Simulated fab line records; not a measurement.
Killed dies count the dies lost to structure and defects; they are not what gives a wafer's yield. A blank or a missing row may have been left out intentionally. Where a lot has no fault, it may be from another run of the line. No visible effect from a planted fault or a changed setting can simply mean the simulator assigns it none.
Chamber matching + flow n5 finfet + pecvd-03 running N5_BEOL_M5_DEP_56: 3 sister chambers
The step deposits SiCN from 3MS/NH3, target thk 8 nm, time 14 s. 22 wafers are shown with their chamber, then 11 later ones without.

## WAFERS PAIRED WITH THEIR CHAMBERS
| wafer  | chamber | showerhead plenum p Torr (Torr) | throttle valve pct (%) |
|--------|---------|---------------------------------|------------------------|
| L076.1 | 1       | 3.657                           | 8.6                    |
| L076.2 | 2       | 3.674                           | 8.5                    |
| L076.3 | 0       | 3.677                           | 9.1                    |
| L076.4 | 2       | 3.671                           | 8.5                    |
| L076.5 | 0       | 3.684                           | 9.8                    |
| L076.6 | 1       | 3.651                           | 8.7                    |
| L079.2 | 2       | 3.667                           | 8.4                    |
| L079.3 | 0       | 3.678                           | 9.6                    |
| L079.6 | 1       | 3.657                           | 8.6                    |
| L084.2 | 0       | 3.686                           | 9.4                    |
| L084.5 | 0       | 3.676                           | 9.4                    |
| L084.6 | 2       | 3.668                           | 8.8                    |
| L087.2 | 1       | 3.648                           | 8.6                    |
| L087.3 | 2       | 3.672                           | 8.6                    |
| L087.6 | 2       | 3.670                           | 8.6                    |
| L089.1 | 1       | 3.651                           | 8.7                    |
| L089.3 | 2       | 3.672                           | 8.3                    |
| L089.4 | 2       | 3.669                           | 8.5                    |
| L086.2 | 2       | 3.669                           | 8.5                    |
| L086.4 | 1       | 3.644                           | 8.8                    |
| L086.5 | 2       | 3.673                           | 8.6                    |
| L090.1 | 0       | 3.684                           | 9.3                    |

SIGNATURES (averages over the wafers above)
| reading                  | chamber 0 | chamber 1 | chamber 2 | scatter within a chamber |
|--------------------------|-----------|-----------|-----------|--------------------------|
| showerhead plenum p Torr | 3.68083   | 3.65133   | 3.67050   | 0.00376                  |
| throttle valve pct       | 9.433     | 8.667     | 8.530     | 0.16                     |
Rule: for a wafer and a chamber, the distance is found by dividing, reading by reading, the gap between the wafer's reading and the chamber's mean by the reading's scatter, squaring, summing and taking the root. If the next closest chamber is less than 2 further off than the closest, the wafer can't be placed; otherwise it belongs to the closest. The scatter: take each reading less its chamber's mean, square it, sum over the shown wafers, divide by the number of wafers less the number of chambers, and take the root.

## WAFERS WHOSE CHAMBER IS MISSING
| wafer  | showerhead plenum p Torr (Torr) | throttle valve pct (%) |
|--------|---------------------------------|------------------------|
| L090.2 | 3.680                           | 8.3                    |
| L090.6 | 3.696                           | 9.3                    |
| L092.2 | 3.694                           | 9.5                    |
| L092.3 | 3.649                           | 8.7                    |
| L092.6 | 3.641                           | 8.7                    |
| L091.1 | 3.664                           | 8.5                    |
| L091.2 | 3.655                           | 8.2                    |
| L091.3 | 3.678                           | 9.3                    |
| L093.1 | 3.671                           | 8.7                    |
| L093.2 | 3.661                           | 8.8                    |
| L093.6 | 3.670                           | 8.7                    |

## WHICH CHAMBER EACH ONE RAN IN
| wafer  | from the rows above     | in truth |
|--------|-------------------------|----------|
| L090.2 | 2                       | 2        |
| L090.6 | 0                       | 0        |
| L092.2 | 0                       | 0        |
| L092.3 | 1                       | 1        |
| L092.6 | 1                       | 1        |
| L091.1 | can't be placed: 2 or 1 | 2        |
| L091.2 | can't be placed: 1 or 2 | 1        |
| L091.3 | 0                       | 0        |
| L093.1 | 2                       | 2        |
| L093.2 | can't be placed: 1 or 2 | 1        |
| L093.6 | 2                       | 2        |
Correctly placed: 8 of 11. Cannot be placed on the basis of these rows: 3; the candidates contain the true chamber in 3. Placed wrongly: 0.
